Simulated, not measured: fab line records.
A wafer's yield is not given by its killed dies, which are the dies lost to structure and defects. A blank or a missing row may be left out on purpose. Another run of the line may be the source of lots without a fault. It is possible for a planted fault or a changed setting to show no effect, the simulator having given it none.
Split-lot trial | flow n5-finfet | 21 wafers read from 7 lots, route of 1938 steps

## SPLIT DETAILS
At N5_WELL_APT_COAT_02 (resist thk 950 nm), the setting spin-rpm was moved away from the recipe's 1357 rpm on 9 of the 21 wafers read, by -10.7% to +9.1%. This setting was run at the recipe's value on the other wafers.

Reading taken at the split's own step.

## THE READING
coat_of_WELL_APT_COAT_02.thk-nm (the simulator's own value, which no gauge read), in nm, at N5_WELL_APT_COAT_02 (resist thk 950 nm). There is no usual value for it anywhere in the file. Here, 12 wafers ran the recipe; their average is 952.1 nm with a standard deviation of 2.1 nm.

wafer  | tool, chamber at the split | spin-rpm as run, rpm | against the recipe | coat_of_WELL_APT_COAT_02.thk-nm, nm | against lot-mates on the recipe
L080.3 | litho-track-05, 0          | 1357                 | recipe             | 950.5                               | -
L080.5 | litho-track-05, 0          | 1453                 | +7.1%              | 919.6                               | -31.1
L080.6 | litho-track-05, 0          | 1357                 | recipe             | 951                                 | -
L082.4 | litho-track-05, 0          | 1357                 | recipe             | 954                                 | -
L082.5 | litho-track-05, 0          | 1270                 | -6.4%              | 982.9                               | +28.9
L082.6 | litho-track-05, 0          | 1270                 | -6.4%              | 985.9                               | +31.9
L083.3 | litho-track-05, 0          | 1212                 | -10.7%             | 1009                                | +54.7
L083.4 | litho-track-05, 0          | 1357                 | recipe             | 954.3                               | -
L083.5 | litho-track-05, 0          | 1212                 | -10.7%             | 1008                                | +53.7
L084.1 | litho-track-04, 0          | 1357                 | recipe             | 951.4                               | -
L084.3 | litho-track-04, 0          | 1357                 | recipe             | 952.5                               | -
L084.4 | litho-track-04, 0          | 1357                 | recipe             | 950.7                               | -
L086.1 | litho-track-02, 0          | 1261                 | -7.1%              | 988.5                               | +37.6
L086.4 | litho-track-02, 0          | 1261                 | -7.1%              | 985.1                               | +34.2
L086.6 | litho-track-02, 0          | 1357                 | recipe             | 950.9                               | -
L092.1 | litho-track-05, 0          | 1357                 | recipe             | 947.5                               | -
L092.3 | litho-track-05, 0          | 1480                 | +9.1%              | 908.9                               | -38.6
L092.4 | litho-track-05, 0          | 1480                 | +9.1%              | 910.8                               | -36.7
L097.2 | litho-track-02, 0          | 1357                 | recipe             | 954.8                               | -
L097.4 | litho-track-02, 0          | 1357                 | recipe             | 954.7                               | -
L097.6 | litho-track-02, 0          | 1357                 | recipe             | 953.1                               | -

THE FIT
A straight line over all 21 wafers: coat_of_WELL_APT_COAT_02.thk-nm changes by -4.94 nm for each +1% of spin-rpm; r = -1.00; the points scatter about the line by 2.3 nm.
The same after taking each lot's own level away (the mean of its wafers on the recipe; 21 wafers): -4.69 nm for each +1%; r = -1.00; scatter 2.1 nm.
The reading moves by 50 nm for the largest change in spin-rpm, on that fit.
Measured against the standard deviation above, the lots' own levels, which go from 947.50 to 954.30 nm, span 3.3 times it.
The two slopes agree, so the slope changes little with the lot-to-lot level.
Check: with one of the wafers moved furthest among these (-10.7%) left out of the fit, the line predicts +50.5 nm for it against its lot-mates. It came out at +54.7 nm against them.

## FILE'S OWN FIT
coat_of_WELL_APT_COAT_02.thk-nm changes by -4.7 nm for each +1% of spin-rpm, r = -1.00.
